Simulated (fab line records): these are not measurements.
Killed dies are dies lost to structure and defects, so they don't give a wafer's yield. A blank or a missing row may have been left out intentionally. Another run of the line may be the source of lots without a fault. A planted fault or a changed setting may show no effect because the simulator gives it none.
fab line records + flow n5_finfet
record
- lots=3
- wafers=9
- last_day=15
route steps=1938 shown BEOL_M4@1099 BEOL_M5@1112 BEOL_M10@1507 PASSIVATION@1936
lots with no fault: from the same line, run without faults
start_h: start of the lot's first displayed wafer, in hours after the record's first day + wait_h: hours elapsed since this lot's preceding step + " repeats the value in the row above + L1.1+2: a single row standing in for several wafers + - value missing, or start not given + * or withheld: withheld + < > ~ a bound
route shown NAME@n: NAME is a module with steps in the file, n the number in the route of the first one + usual: mean/standard deviation taken from wafers without a fault + same: alike in all rows + chamber/n: place in a boat + sites: per-site readings + _std_site: how widely they spread, as a standard deviation + _edge_site: inner sites' mean taken away from outer sites' mean + radius_mm: for every site, how far away it sits from the centre of the wafer + mask NAME#n: copy n + behind: the tool/chamber that last shaped the wafer + hold: the reason the lot was held/the length of the hold in hours/how it ended + device: the transistor (n, p or np) that didn't switch + end of line: at the end of the route, the tests of the same wafers + step lacking rows: just its recipe + killed: dies lost to structure and defects at the first sort, not the wafer's yield + map: a wafer's dies, marking killed ones x, the rest . and places with no die _
set.NAME: the run value of the setting; set.NAME@STEP: its run value at that earlier step + model.NAME: the simulator's own value behind a step, which no gauge read
lots at selected steps of the route; one table per step, one row per wafer
services: a tool's chamber out of use, with start hour (start_h, from the record's first day; less than 0 if before it), hours out, and reason
## steps
# step N5_BEOL_M4_ANNEAL_95
# recipe
- temp_c=400
- time_s=240
- ambient=vacuum
# step N5_BEOL_M4_SPUTTER_96
# recipe
- material=Cu
- target_thk_a=45
- temp_c=-20
- chamber_pressure_pa=0.07
- power_w=withheld
- time_s=8.29
# step N5_BEOL_M4_ECD_50
# recipe
- material=Cu
- target_thk_a=3000
# step N5_BEOL_M4_ANNEAL_51
# recipe
- temp_c=225
- time_s=90
- ambient=N2
# step N5_BEOL_M4_CMP_52
# recipe
- stop_on=SiOC
- t_overpolish_s=6.8
- down_force_psi=1
- platen_rpm=50
- clearing_platen_down_force_psi=1.5
- clearing_platen_rpm=50
- post_cmp_clean=cu_alkaline
- target_thk_nm=40
- clearing_platen_pad_velocity_m_s=0.99484
- pad_velocity_m_s=0.99484
# step N5_BEOL_M4_PRE_CLEAN_60
# recipe
- gas=NH3/H2
- time_s=15
- temp_c=*
- rf_power_w=300
# step N5_BEOL_M4_CO_CAP_55
# recipe
- material=Co
- target_thk_a=20
- temp_c=200
- precursor=CCTBA/H2
- pressure_torr=30
- time_s=102.1
# step N5_BEOL_M4_PRE_CLEAN_56
# recipe
- gas=NH3
- time_s=15
- temp_c=withheld
- rf_power_w=300
# step N5_BEOL_M4_DEP_57
# recipe
- material=SiCN
- target_thk_a=80
- temp_c=withheld
- precursor=3MS/NH3
- pressure_torr=3
- rf_w=202
- time_s=14
# step N5_BEOL_M4_RC_MEAS_101
# usual
- DIBL_N=36.2/2
- DIBL_P=36.1/2.4
- IOFF_N=0.16/0.035
- IOFF_P=0.22/0.041
- ION_N=675/14
- ION_P=465/8.6
- SS_N=71.5/0.64
- SS_P=73.2/0.76
- VT_N=250/3.9
- VT_P=-249/3.4
| lot.wafer | tool      | chamber | start_h | wait_h | DIBL_N[mV/V] | DIBL_P[mV/V] | IOFF_N[nA/um] | IOFF_P[nA/um] | ION_N[uA/um] | ION_P[uA/um] | SS_N[mV/dec] | SS_P[mV/dec] | VT_N[mV] | VT_P[mV] |
|-----------|-----------|---------|---------|--------|--------------|--------------|---------------|---------------|--------------|--------------|--------------|--------------|----------|----------|
| L688.4    | prober-02 | 0       | 199.60  | 0.5    | 34.2         | 33.6         | 0.11          | 0.15          | 656          | 453          | 71.0         | 72.7         | 256      | -254     |
| L688.5    | "         | 0       | "       | "      | 31.8         | 32.2         | 0.08          | 0.14          | 638          | 450          | 70.5         | 72.5         | 260      | -257     |
| L688.6    | "         | 0       | "       | "      | 34.7         | 35.2         | 0.12          | 0.17          | 657          | 455          | 70.5         | 72.9         | 253      | -252     |
| L695.1    | prober-01 | 0       | 245.24  | 0.0    | 35.3         | 34.6         | 0.15          | 0.24          | 669          | 468          | 71.6         | 73.5         | 250      | -244     |
| L695.2    | "         | 0       | "       | "      | 31.1         | 30.1         | 0.09          | 0.16          | 640          | 459          | 70.2         | 71.3         | 258      | -252     |
| L695.6    | "         | 0       | "       | "      | 30.4         | 30.0         | 0.09          | 0.17          | 654          | 464          | 70.2         | 71.8         | 257      | -251     |
| L697.2    | prober-01 | 0       | 256.02  | 0.2    | 36.8         | 37.7         | 0.16          | 0.23          | 687          | 467          | 72.1         | 73.8         | 248      | -248     |
| L697.3    | "         | 0       | "       | "      | 40.6         | 41.0         | 0.24          | 0.29          | 693          | 469          | 72.9         | 73.8         | 243      | -247     |
| L697.5    | "         | 0       | "       | "      | 39.8         | 40.7         | 0.21          | 0.27          | 682          | 468          | 72.6         | 74.4         | 248      | -247     |
# step N5_BEOL_M5_ILD_DEP_00
# recipe
- material=SiCOH_lowk
- target_thk_a=1406.4
- temp_c=300
- precursor=DEMS/porogen
- pressure_torr=5
- rf_w=500
- time_s=25.9
# step N5_BEOL_M5_CURE_79
# recipe
- temp_c=385
- time_s=240
- ambient=He/Ar
- material=SiCOH_lowk
# step N5_BEOL_M5_PECVD_70
# recipe
- material=SiO2
- target_thk_a=160
- temp_c=400
- precursor=TEOS/O2
- pressure_torr=5.5
- rf_w=450
- teos_flow_sccm=53.8
- gas=O2
- flow_sccm=3000
- time_s=18
# step N5_BEOL_M5_HM_DEP_02
# recipe
- material=TiN
- target_thk_a=200
- temp_c=25
- chamber_pressure_pa=0.49996
# step N5_BEOL_M5_COAT_59
# recipe
- resist=SOC
- temp_c=250
- time_s=60
- spin_rpm=1500
- resist_thk_nm=60
# step N5_BEOL_M5_COAT_60
# recipe
- resist=SiARC
- temp_c=220
- time_s=60
- spin_rpm=1500
- resist_thk_nm=12
# step N5_BEOL_M5_COAT_71
# recipe
- resist=underlayer
- temp_c=205
- time_s=60
- spin_rpm=1500
- resist_thk_nm=5
# step N5_BEOL_M5_COAT_05
# recipe
- resist=CAR-EUV
- spin_rpm=1500
- resist_thk_nm=30
# step N5_BEOL_M5_EBR_07
# recipe
- solvent=PGMEA
- ebr_width_mm=1.5
# step N5_BEOL_M5_SOFTBAKE_06
# recipe
- temp_c=110
- time_s=60
- resist=CAR-EUV
# step N5_BEOL_M5_EXPOSE_08
# recipe
- mask_id=M5
- na=0.33
- source_shape=annular
- sigma_inner=0.4
- sigma_outer=0.8
- polarization=unpolarized
- target_cd_nm=28
- dose_mj=35.75
# step N5_BEOL_M5_PEB_09
# recipe
- peb_temp_c=100
- peb_time_s=60
- resist=CAR-EUV
# step N5_BEOL_M5_DEVELOP_10
# recipe
- develop_time_s=30
- developer=TMAH
- resist=CAR-EUV
- rinse_liquid=surfactant_rinse
- dry=air_spin
- dev_temp_c=23
# step N5_BEOL_M5_DESCUM_16
# recipe
- chemistry=O2
- time_s=7
- source_power_w=50
- bias_power_w=20
- pressure_mtorr=20
- rf_frequency_hz=2.712e+07
- temp_c=40
- resist=CAR-EUV
- o2_flow_sccm=225
# step N5_BEOL_M5_ETCH_72
# recipe
- chemistry=N2/H2
- target=underlayer
- target_depth_a=65
- mask_material=CAR-EUV
- time_s=5.2
- ion_energy_ev=200
- pressure_mtorr=30
- source_w=840
- bias_w=150
- n2_flow_sccm=200
- h2_flow_sccm=200
- ends=cleared
# step N5_BEOL_M5_ETCH_61
# recipe
- chemistry=CF4
- target=SiARC
- target_depth_a=156
- mask_material=CAR-EUV
- time_s=26
- ion_energy_ev=80
- pressure_mtorr=40
- source_w=545
- bias_w=36
- Ar_flow_sccm=100
- cf4_flow_sccm=100
- ends=cleared
# step N5_BEOL_M5_ETCH_62
# recipe
- chemistry=N2/H2
- target=SOC
- target_depth_a=750
- overetch_a=150
- mask_material=SiARC
- temp_c=40
- time_s=112.5
- ion_energy_ev=200
- pressure_mtorr=30
- source_w=840
- bias_w=150
- n2_flow_sccm=200
- h2_flow_sccm=200
# step N5_BEOL_M5_STRIP_63
# recipe
- chemistry=N2/H2
- temp_c=40
- n2_flow_sccm=200
- h2_flow_sccm=200
- rf_frequency_hz=6e+07
# step N5_BEOL_M5_STRIP_73
# recipe
- chemistry=N2/H2
- temp_c=40
- n2_flow_sccm=200
- h2_flow_sccm=200
- rf_frequency_hz=6e+07
# step N5_BEOL_M5_STRIP_64
# recipe
- chemistry=CF4
- resist=SiARC
- power_w=300
- bias_power_w=75
- pressure_mtorr=50
- cf4_flow_sccm=150
- rf_frequency_hz=6e+07
# step N5_BEOL_M5_HM_OPEN_17
# recipe
- chemistry=Cl2/BCl3
- target_depth_a=200
- overetch_a=60
- target=TiN
- mask_material=SOC
- ion_energy_ev=150
- pressure_mtorr=10
- icp_w=1000
- bias_w=126
- Cl2_flow_sccm=53.25
- bcl3_flow_sccm=21.75
- Ar_flow_sccm=25
# step N5_BEOL_M5_STRIP_19
# recipe
- chemistry=O2
- power_w=400
- temp_c=40
- pressure_mtorr=30
- rf_frequency_hz=6e+07
- bias_power_w=0
- overash_fraction=0.2
- o2_flow_sccm=225
# step N5_BEOL_M5_COAT_65
# recipe
- resist=SOC
- temp_c=250
- time_s=60
- spin_rpm=1500
- resist_thk_nm=60
# step N5_BEOL_M5_COAT_66
# recipe
- resist=SiARC
- temp_c=220
- time_s=60
- spin_rpm=1500
- resist_thk_nm=12
# step N5_BEOL_M10_ETCH_66
# recipe
- chemistry=N2/H2
- target=SOC
- target_depth_a=1200
- overetch_a=240
- mask_material=SiARC
- temp_c=40
- time_s=180
- ion_energy_ev=200
- pressure_mtorr=30
- source_w=840
- bias_w=150
- n2_flow_sccm=200
- h2_flow_sccm=200
# usual
- drypump_motor_current_A=5.7/0.36
- h2_flow_sccm=200.0/0.6
- oes_product_au=0.65/0.071
- rf_vpp_V=523.8/2.1
- showerhead_plenum_p_Torr=2.53/0.073
- throttle_valve_pct=17.64/0.24
| lot.wafer | tool        | chamber | start_h | wait_h | drypump_motor_current_A | h2_flow_sccm | oes_product_au | rf_hours_counter_h | rf_vpp_V | showerhead_plenum_p_Torr | throttle_valve_pct | model.etch.depth_nm | model.SiARC_of_BEOL_M10_COAT_64.thk_nm |
|-----------|-------------|---------|---------|--------|-------------------------|--------------|----------------|--------------------|----------|--------------------------|--------------------|---------------------|----------------------------------------|
| L688.4    | rie_diel-01 | 3       | 250.60  | 0.0    | 5.3                     | 198.7        | 0.56           | 208                | 525.7    | 2.61                     | 17.80              | 99.89               | 23.2                                   |
| L688.5    | "           | 2       | "       | "      | 5.9                     | 200.0        | 0.72           | -                  | 523.3    | 2.50                     | 17.60              | 100.4               | 23.2                                   |
| L688.6    | "           | 3       | "       | "      | 5.3                     | 198.9        | 0.56           | -                  | 525.0    | 2.61                     | 17.81              | 99.73               | 23                                     |
| L695.1    | rie_diel-04 | 2       | 298.92  | 0.0    | 5.5                     | 199.5        | 0.62           | 107                | 521.0    | 2.44                     | 17.35              | 99.71               | 22.6                                   |
| L695.2    | "           | 0       | "       | "      | 6.1                     | 199.6        | 0.79           | 7                  | 520.6    | 2.46                     | 17.34              | 99.81               | 22.6                                   |
| L695.6    | "           | 0       | "       | "      | 6.0                     | 200.9        | 0.79           | -                  | 522.8    | 2.46                     | 17.33              | 99.99               | 22.6                                   |
| L697.2    | rie_diel-01 | 3       | 308.89  | 0.0    | 5.3                     | 200.9        | 0.55           | 230                | 525.1    | 2.60                     | 17.85              | 99.37               | 22.8                                   |
| L697.3    | "           | 1       | "       | "      | 5.7                     | 200.6        | 0.62           | 106                | 525.5    | 2.55                     | 17.28              | 95.49               | 25.2                                   |
| L697.5    | "           | 2       | "       | "      | 5.9                     | 199.9        | 0.69           | -                  | 522.6    | 2.49                     | 17.63              | 99.44               | 22.8                                   |
# step N5_PASSIVATION_PROBE_49
# usual
- defect_limited_yield=91.1/1.4
- killed_at_M0_to_M3=36/9.9
- killed_at_M4_up=13/5.8
- killed_at_contacts=14/5.9
- killed_at_front_end=39/11
- killed_at_other=3.4/2.9
- killed_dies=105/17
- killed_on_rim=15/3.9
- killed_open=70/13
- killed_short=34/7.3
- sort_bin_5_function=5.3/1
- sort_bin_6_memory=3.3/0.62
- sort_bin_8_speed=0.01/0.057
- sort_n_pass=1075/17
- sort_yield_pct=91.1/1.4
# same
- gross_dies=1180
- killed_at_back_side=0
- sort_bin_4_leakage[%]=0
| lot.wafer | tool      | chamber | start_h | wait_h | defect_limited_yield[%] | killed_at_M0_to_M3 | killed_at_M4_up | killed_at_contacts | killed_at_front_end | killed_at_other | killed_dies | killed_on_rim | killed_open | killed_short | sort_bin_5_function[%] | sort_bin_6_memory[%] | sort_bin_8_speed[%] | sort_n_pass | sort_yield_pct[%] |
|-----------|-----------|---------|---------|--------|-------------------------|--------------------|-----------------|--------------------|---------------------|-----------------|-------------|---------------|-------------|--------------|------------------------|----------------------|---------------------|-------------|-------------------|
| L688.4    | prober-02 | -       | 306.90  | 0.2    | 91.5                    | 19                 | 14              | 21                 | 35                  | 11              | 100         | 10            | 61          | 35           | 4.8                    | 3.3                  | 0                   | 1080        | 91.5              |
| L688.5    | prober-02 | -       | 306.95  | 0.2    | 93.1                    | 29                 | 13              | 15                 | 19                  | 6               | 82          | 7             | 55          | 25           | 4.4                    | 2.4                  | 0.25                | 1095        | 92.8              |
| L688.6    | prober-02 | -       | 307.00  | 0.3    | 90.7                    | 54                 | 8               | 17                 | 27                  | 4               | 110         | 13            | 68          | 40           | 5.1                    | 3.6                  | 0                   | 1070        | 90.7              |
| L697.2    | prober-02 | -       | 353.28  | 0.1    | 90.0                    | 55                 | 5               | 17                 | 38                  | 3               | 118         | 10            | 78          | 38           | 5.5                    | 4.3                  | 0                   | 1062        | 90.0              |
| L697.3    | prober-02 | -       | 353.33  | 0.2    | 38.8                    | 46                 | 623             | 16                 | 37                  | 0               | 722         | 84            | 79          | 36           | 57.9                   | 3.0                  | 0                   | 458         | 38.8              |
| L697.5    | prober-02 | -       | 353.43  | 0.3    | 90.4                    | 38                 | 17              | 23                 | 34                  | 1               | 113         | 14            | 70          | 41           | 5.4                    | 4.1                  | 0                   | 1067        | 90.4              |
| L695.1    | prober-01 | -       | 353.71  | 0.0    | 93.5                    | 19                 | 7               | 11                 | 35                  | 5               | 77          | 9             | 50          | 26           | 3.2                    | 3.0                  | 0                   | 1103        | 93.5              |
| L695.2    | prober-01 | -       | 353.76  | 0.1    | 92.7                    | 30                 | 8               | 14                 | 27                  | 7               | 86          | 15            | 49          | 32           | 3.9                    | 3.2                  | 0.08                | 1093        | 92.6              |
| L695.6    | prober-01 | -       | 353.96  | 0.3    | 90.8                    | 30                 | 16              | 7                  | 51                  | 4               | 108         | 13            | 69          | 37           | 4.7                    | 3.9                  | 0.08                | 1071        | 90.8              |
# killed by level:class
L688.4 MOL_CONTACT_COAG:geometric_particle:open=15 FIN_SAQP:geometric_particle:open=11 FIN_SAQP:geometric_particle:short=6 MOL_CONTACT_COAG:geometric_particle:short=6 BEOL_M0_SAQP:geometric_particle:short=6 BEOL_M0_SAQP:geometric_particle:open=5 BEOL_M2:geometric_particle:open=4 BEOL_M5:geometric_particle:open=4
L688.5 MOL_CONTACT_COAG:geometric_particle:open=10 BEOL_M0_SAQP:geometric_particle:short=9 BEOL_M1:geometric_particle:open=6 STI_FIN_REVEAL:geometric_particle:open=5 MOL_CONTACT_COAG:geometric_particle:short=5 BEOL_M2:geometric_particle:open=5 BEOL_M3:geometric_particle:open=5 FIN_SAQP:geometric_particle:open=4
L688.6 BEOL_M0_SAQP:geometric_particle:short=23 MOL_CONTACT_COAG:geometric_particle:open=14 BEOL_M2:geometric_particle:open=13 BEOL_M0_SAQP:geometric_particle:open=8 STI_FIN_REVEAL:geometric_particle:open=5 BEOL_M1:geometric_particle:open=5 GATE_CUT:geometric_particle:open=4 STARTING-WAFER:geometric_particle:open=4
L697.2 BEOL_M3:geometric_particle:open=13 FIN_SAQP:geometric_particle:open=11 BEOL_M1:geometric_particle:open=11 FIN_SAQP:geometric_particle:short=10 MOL_CONTACT_COAG:geometric_particle:open=10 MOL_CONTACT_COAG:geometric_particle:short=7 BEOL_M0_SAQP:geometric_particle:open=7 BEOL_M0_SAQP:geometric_particle:short=7
L697.3 BEOL_M10:area_etch=606 MOL_CONTACT_COAG:geometric_particle:open=14 BEOL_M0_SAQP:geometric_particle:open=13 FIN_SAQP:geometric_particle:open=10 BEOL_M0_SAQP:geometric_particle:short=7 BEOL_M2:geometric_particle:open=6 BEOL_M3:geometric_particle:open=6 FIN_SAQP:geometric_particle:short=5
L697.5 MOL_CONTACT_COAG:geometric_particle:open=16 BEOL_M0_SAQP:geometric_particle:short=11 FIN_SAQP:geometric_particle:open=9 MOL_CONTACT_COAG:geometric_particle:short=7 BEOL_M0:geometric_particle:open=7 BEOL_M1:geometric_particle:open=6 FIN_SAQP:geometric_particle:short=5 BEOL_M2:geometric_particle:open=5
L695.1 FIN_SAQP:geometric_particle:open=9 FIN_SAQP:geometric_particle:short=8 MOL_CONTACT_COAG:geometric_particle:open=8 BEOL_M3:geometric_particle:open=5 STI_FIN_REVEAL:geometric_particle:open=4 BEOL_M2:geometric_particle:open=4 BEOL_M4:geometric_particle:open=4 STARTING-WAFER:geometric_particle:open=4
L695.2 MOL_CONTACT_COAG:geometric_particle:open=11 BEOL_M0_SAQP:geometric_particle:short=10 FIN_SAQP:geometric_particle:open=5 BEOL_M1:geometric_particle:open=5 BEOL_M2:geometric_particle:open=5 DUMMY_GATE:geometric_particle:open=4 MOL_CONTACT_COAG:geometric_particle:short=3 BEOL_M0_SAQP:geometric_particle:open=3
L695.6 STI_FIN_REVEAL:geometric_particle:open=10 BEOL_M3:geometric_particle:open=9 FIN_SAQP:geometric_particle:open=8 FIN_SAQP:geometric_particle:short=7 BEOL_M1:geometric_particle:open=7 BEOL_M4:geometric_particle:open=6 MOL_CONTACT_COAG:geometric_particle:open=5 STARTING-WAFER:geometric_particle:open=5
# map L697.3 (x killed, . not)
_________________x..x........________________
______________xxxx.x...x........_____________
___________.x.xx.x....x..x.....x..x__________
__________xxx..xxx..x.........xxxxxx_________
________xxxx..xx.xx..xxx.x...x..xx...._______
_______xxxxxx.xxx.xxxxxxxxxx..........x______
______.x.xxxx..xxxxxxxxxxxxxx.......x..x_____
_____......x.x...xxxxxx.xx.xxx...x...x...____
____.......xxxx.xxxxxxx.xxxx......x..x.xx.___
___x..x.xxxxx.x.xxxxxxxx.xxx....x..x.xxxx..__
___xx..xxxx.xxxxxxxxxxx..x.x....x......xx..__
__xx.x......xxxxxxxxxx....x..x....xxx......._
__xxxxxxxxxxxxxxxxx.xx.......xxxxxx........x_
_xxx.xx.xx.x..xxxxxxx..x.....xxx......x.x....
_xxxx......xxxxxxx...x...x.xxx...x....x......
_xxxxxx.xxx.xxx.xxxx..x..xxxxxxx.x...x...xxx.
_xxxxxxxxxxxx.xxx.xxxxxx..xxxxxxx.x..xxxxx...
_xxxxxxxxxxxxxx.....xxx...xxx.xxxx...x.xxxxxx
_xxxxxxxxxxxx..xxx.xxxxxxxxxx.xxx...xxx....x.
_xxxxxxxxxxx..xxx.x.xxxxx.xx.xxxxxx.xxxx.xx..
_xxxxxxxxxxxxx.xxx.xxxxxxxxxxxxxx.xxx.xxx..x.
__xxxxxxxxxxxxxxxxxxxxxxxxxxxxxxxx..x.....x._
__xxxxxxxxx.xx.xxxxxxxx...xxxxxxxxxxx.xx..xx_
___xxxxxxxxxxx.xxxxxx....xxxxxx.x.x...x...x__
___xxxxxxxxxxxxxxxx.x.xx....xxxx.xxx.......__
____xxxxx...xxxxxx.x..x.xx.xxx..xx.xx.....___
_____xxxxxx.xxx.x.x.x....x..xxx....x.....____
______xx.xx..xx....xxxxxx..xxxxx...xxx.._____
_______.x.xxxxx....xxxxxx.xx.x.xx.x..x.______
________xxxxxxxx....xxxxxxxxxxxxxx...._______
__________.xxxxx.x.x.xxxx.xxxxx.xxx._________
___________xxxxxxx....x..x.xxxxxxx.__________
______________xxx.x...xxxx.x.xxx_____________
_________________...xxxx.xxxx________________
# map L688.6 (x killed, . not)
_________________............________________
______________............xx...._____________
___________....................x.x.__________
__________xx........................_________
________.....xx......................._______
_______.....................x..........______
______..x..........x..x....x............_____
_____.....x.x..x.......x.......x.........____
____......x.........x....x.....x......x...___
___..xx....................x...........x...__
___x.......................x..x....x.......__
__...........x.......xxx.............x......_
__.....x....................x...xx.....x...._
_x.................x...........x.....xx......
_.......x.....x.........x....................
_....x.........x.x...x.........x.x.x...xx....
_..............x...............x.....x.......
_....................................x....x..
_............................................
_.........x...x...............x...x..........
_.........................x.......x..........
__.......x...xx...........xx...x............_
__.x.....x.................................x_
___...xx..x................................__
___......x...........x.....................__
____...x................x........x.x......___
_____....x....x.x....x..x......x..x......____
______...x......................x......._____
_______.......x....xx..................______
________..............x..............._______
__________..x...x..x................_________
___________.........x.x..........xx__________
______________..............x..._____________
_________________.x.......x..________________
## services
| tool        | chamber | start_h | hours | kind                          |
|-------------|---------|---------|-------|-------------------------------|
| rie_diel-01 | -       | 236.60  | 0.2   | repair                        |
| rie_diel-04 | 0       | 251.90  | -     | clean                         |
| rie_diel-04 | 0       | 251.90  | -     | consumable_replace:focus_ring |
| rie_diel-04 | 0       | 251.90  | 31.1  | scheduled_down                |
| rie_diel-04 | 0       | 251.90  | 31.1  | vent_cycle                    |
| rie_diel-01 | 0       | 293.81  | -     | clean                         |
| rie_diel-01 | 0       | 293.81  | -     | consumable_replace:focus_ring |
| rie_diel-01 | 0       | 293.81  | -     | consumable_replace:showerhead |
| rie_diel-01 | 0       | 293.81  | 15.5  | scheduled_down                |
| rie_diel-01 | 0       | 293.81  | 15.5  | vent_cycle                    |
## key
first_sign
- step=N5_PASSIVATION_PROBE_49
- reading=killed_at_M4_up
- direction=up
- sigmas=99+
- usual=13
- struck=623
effect
- step=N5_PASSIVATION_PROBE_49
- reading=sort_bin_5_function
- direction=up
- sigmas=51
- usual=5.3
- struck=57.9
model_effect
- step=N5_BEOL_M10_ETCH_66
- value=etch.depth_nm
- without=99.68
- struck=95.49
more_kills_born_at
- N5_BEOL_M10_ETCH_66@rie_diel-01=606
met_at N5_BEOL_M10_ETCH_66
struck_wafers L697.3
later_rows_left_out L697.3
fault
- kind=process_parameter_drift
- tool=rie_diel-01
- chamber=1
- onset_h=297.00
- steps=N5_BEOL_M10_ETCH_66
- channel=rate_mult
- offset=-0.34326
- shape=step
- end_h=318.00
# later_rows_left_out: the simulator's readings of these wafers behind a module that went badly wrong aren't trusted and aren't shown, but for the sort
